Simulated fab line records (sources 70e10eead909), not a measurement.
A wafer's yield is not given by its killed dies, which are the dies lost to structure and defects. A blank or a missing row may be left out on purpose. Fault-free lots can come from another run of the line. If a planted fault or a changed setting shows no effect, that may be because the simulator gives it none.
Struck lot and sound lot, side by side || flow nand harc || 23 out of 1159 route steps
Sound: wafers L422.1, L422.2, L422.3. The struck wafers were L428.1, L428.3, L428.6. The cause is named last.
Each step with rows lists, per side, the tool, then ch with its chambers, then its first start. Under that, the readings that differ: sound wafers || struck wafers || difference of the means || sigmas: that difference in standard deviations of wafers without a fault.
alike: readings with means less than 2 such deviations apart, plus words and numbers identical on both sides. not compared: withheld readings, readings lacking a value on some wafer, bounds such as >300 that could conceal the same value, and numbers that have no deviation in the record and whose values overlap.
The two part at a step that has a row with sigmas, a row that says differs or no value, or rows on one side only. Numbers that have no deviation but don't overlap get no sigmas and don't part them. A reading missing from all wafers of one side parts the sides only when that side holds two or more wafers.

first, 1 step without rows for these wafers: NHARC_A_CONTACT_STRIP_27 (strips in post etch residue remover, time 600 s).
NHARC_A_CONTACT_ALD_18: deposits TiN, target thk 3 nm, pulse time 1 s, ald cycles 150.
  sound on ald metal-04 ch 1,2,3, day 18 12:43; struck on ald metal-03 ch 0,3, day 20 01:55
  alike: heater power w, precursor pulse height rel, susceptor temp C
NHARC_A_CONTACT_CVD_19: deposits W, target thk 300 nm, time 802 s.
  sound on cvd w-02 ch 0,1; struck on cvd w-01 ch 0,1
  alike: heater power w, susceptor temp C, throttle valve pct
NHARC_A_CONTACT_CMP_20: polishes, t overpolish 30 s, target thk 300 nm.
  sound on cmp-04 ch 0,1,3, day 18 17:16; struck on cmp-03 ch 1,3, day 20 03:44
  alike: motor current A, overpolish run s, slurry filter dp kPa, time to endpoint s
then, 1 step without rows for these wafers: NHARC_A_CONTACT_SRD_22.
NHARC_A_CONTACT_INSPECT_23:
  sound: defect inspect-01 at day 18 17:40; struck: defect inspect-02 at day 20 04:08
  alike: raw defect count
then, 5 steps without rows for these wafers: NHARC_A_BLC_DEHYDRATE_00 (time 120 s); NHARC_A_BLC_HMDS_01 (time 30 s); NHARC_A_BLC_COAT_02 (time 75 s); NHARC_A_BLC_COAT_03 (time 65 s); NHARC_A_BLC_COAT_04 (resist thk 90 nm).
NHARC_A_BLC_SOFTBAKE_05: time 55 s.
  sound on litho track-01 ch 0, day 18 17:00; struck on litho track-01 ch 0, day 20 04:00
{"reading": "heater power total W (W)", "sound": "188.33 188.39 188.26", "struck": "163.62 163.64 163.66", "difference": -24.69, "sigmas": "-99 or more"}
then, 4 steps without rows for these wafers: NHARC_A_BLC_EBR_06; NHARC_A_BLC_EXPOSE_07 (exposes mask A BLC, target cd 100 nm); NHARC_A_BLC_PEB_08 (peb time 65 s); NHARC_A_BLC_DEVELOP_09 (develop time 35 s).
NHARC_A_BLC_CD_MEAS_10: target cd 100 nm.
  sound on cd sem-01 ch 0, day 18 18:10; struck on cd sem-01 ch 0, day 20 04:38
  alike: cd nm
NHARC_A_BLC_OVL_MEAS_11:
  sound: overlay-01 at day 18 18:15; struck: overlay-01 at day 20 04:44
  alike: overlay x nm, overlay y nm
NHARC_A_BLC_INSPECT_12:
  sound: defect inspect-01 at day 18 18:17; struck: defect inspect-01 at day 20 04:46
  alike: raw defect count
NHARC_A_BLC_DESCUM_15: chemistry O2, time 3 s.
  sound on rie diel-07 ch 0,2,3, day 18 18:21; struck on rie diel-06 ch 1,2, day 20 04:50
  alike: drypump motor current A, oes product au, rf vpp V, showerhead plenum p Torr, throttle valve pct
  not compared: rf hours counter h, model.A_BLC.cd nm
NHARC_A_BLC_ETCH_16: etches the open film in CF4, target depth 39 nm, time 65 s.
  sound on rie diel-07 ch 0,1,3, day 18 18:26; struck on rie diel-06 ch 0,1,3, day 20 04:56
{"reading": "throttle valve pct (%)", "sound": "13.285 13.289 13.299", "struck": "13.279 13.269 13.263", "difference": -0.021, "sigmas": -2}
{"reading": "model.A_BLC.cd nm (nm)", "sound": "100.9 100.4 100.8", "struck": "101.3 102.4 101.4", "difference": "+1.0", "sigmas": ""}
  alike: drypump motor current A, oes product au, rf vpp V, showerhead plenum p Torr
  not compared: rf hours counter h
NHARC_A_BLC_ETCH_17: etches the open film in N2/H2, target depth 390 nm, time 609.38 s.
  sound on rie diel-07 ch 1,2,3; struck on rie diel-06 ch 0,1,2
  alike: drypump motor current A, h2 flow sccm, oes product au, rf vpp V, showerhead plenum p Torr, throttle valve pct
  not compared: rf hours counter h
NHARC_END_SORT_01:
  sound on prober-02 ch 0, day 20 14:22; struck on prober-01 ch 0, day 22 02:13
  alike: killed at array, killed at other, killed at periphery, killed dies, killed open, killed short

WHERE THEY PART
First at NHARC_A_BLC_SOFTBAKE_05; last, within this record, at NHARC_A_BLC_ETCH_16. Later steps at which nothing parts them and some readings are alike: NHARC_A_BLC_ETCH_17, NHARC_END_SORT_01.

WHY: whatever the simulator had introduced
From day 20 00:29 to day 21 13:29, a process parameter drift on litho track-01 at NHARC_A_BLC_SOFTBAKE_05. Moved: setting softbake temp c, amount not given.
